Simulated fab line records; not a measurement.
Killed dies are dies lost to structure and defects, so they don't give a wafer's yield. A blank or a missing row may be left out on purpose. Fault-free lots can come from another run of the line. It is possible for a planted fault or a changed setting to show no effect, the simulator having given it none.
Chamber matching	flow nandHarc	rieDiel-09 running NHARC_A_CONTACT_DESCUM_13: 4 sister chambers
The step chemistry O2, time 3 s. 8 wafers are shown with their chamber, then 8 later ones without.

WAFERS WITH THEIR CHAMBER
wafer	chamber	showerheadPlenumPTorr (Torr)	oesProductAu (a.u.)
L112.6	0	1.81	0.992
L122.3	1	2.00	1.004
L122.4	2	1.93	1.013
L122.6	0	1.80	0.995
L126.3	3	2.08	0.989
L126.4	1	2.00	0.990
L126.5	2	1.93	1.003
L127.1	3	2.08	1.004

WAFERS WHOSE CHAMBER IS MISSING
wafer	showerheadPlenumPTorr (Torr)	oesProductAu (a.u.)
L127.2	2.00	1.003
L127.3	1.93	1.006
L129.3	2.00	0.999
L129.5	2.07	0.992
L129.6	1.80	0.996
L130.2	2.07	0.992
L130.3	1.93	0.996
L130.6	2.07	0.993

EACH ONE'S CHAMBER
wafer	from the rows above	in truth
L127.2	1	1
L127.3	2	2
L129.3	1	1
L129.5	3	3
L129.6	0	0
L130.2	3	3
L130.3	2	2
L130.6	3	3
Correctly placed: 8 of 8. Left unplaced by these rows: 0. Placed wrongly: 0.
How it was worked out, from the rows above alone: a wafer's distance from a chamber is the root of the sum, over the readings, of the square of ((its reading less the chamber's mean) divided by the reading's scatter). The wafer belongs to the nearest chamber; if the next one is less than 2 further off, it can't be placed. Each chamber's mean is taken over the wafers shown for it. The scatter: take each reading less its chamber's mean, square it, sum over the shown wafers, divide by the number of wafers less the number of chambers, and take the root.
